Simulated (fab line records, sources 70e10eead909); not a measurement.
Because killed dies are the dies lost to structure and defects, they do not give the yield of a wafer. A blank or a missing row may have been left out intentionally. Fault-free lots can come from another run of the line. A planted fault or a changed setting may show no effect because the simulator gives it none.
Chamber matching ; flow nandHarc ; NHARC_A_STAIRCASE_DEP_301 on pecvd-01: 3 sister chambers
The step deposits SiON, target thk 30 nm. 18 wafers are shown with their chamber, then 9 later ones without.

EACH WAFER AND ITS CHAMBER
wafer;chamber;showerheadVppV (V);heaterPowerW (W)
L079.1;1;1092;700
L079.2;2;1228;742
L079.6;0;1124;741
L080.1;1;1104;654
L080.3;2;1231;790
L080.6;0;1130;841
L082.2;1;1118;601
L082.3;2;1235;681
L082.6;0;1122;768
L084.1;2;1209;775
L084.2;1;1108;624
L084.5;0;1127;735
L088.2;0;1107;807
L088.3;2;1254;748
L088.6;2;1224;759
L089.1;1;1112;669
L089.5;0;1134;757
L089.6;1;1105;696

SIGNATURES, as means of the wafers listed above
reading;chamber 0;chamber 1;chamber 2;scatter within a chamber
showerheadVppV;1124.00;1106.50;1230.17;11.3
heaterPowerW;774.83;657.33;749.17;39.5
Rule: a wafer lies at a distance from a chamber equal to the root of the sum of squares, over the readings, of (its reading less the chamber's mean, divided by the reading's scatter). The wafer belongs to the nearest chamber; if the next one is less than 2 further off, it can't be placed. How the scatter is found: for the shown wafers, subtract from each reading the mean of its chamber, square and add these, divide the total by (wafers less chambers), then take the root.

WAFERS WITH NO CHAMBER GIVEN
wafer;showerheadVppV (V);heaterPowerW (W)
L091.1;1225;784
L091.3;1095;684
L091.4;1131;760
L094.4;1103;686
L094.5;1118;805
L094.6;1210;657
L096.3;1123;789
L096.4;1247;739
L096.6;1099;570

THE CHAMBER EACH PASSED THROUGH
wafer;from the rows above;in truth
L091.1;2;2
L091.3;1;1
L091.4;0;0
L094.4;1;1
L094.5;0;0
L094.6;2;2
L096.3;0;0
L096.4;2;2
L096.6;1;1
Placed correctly: 9 of 9. Not placeable from these rows: 0. Wrongly placed: 0.
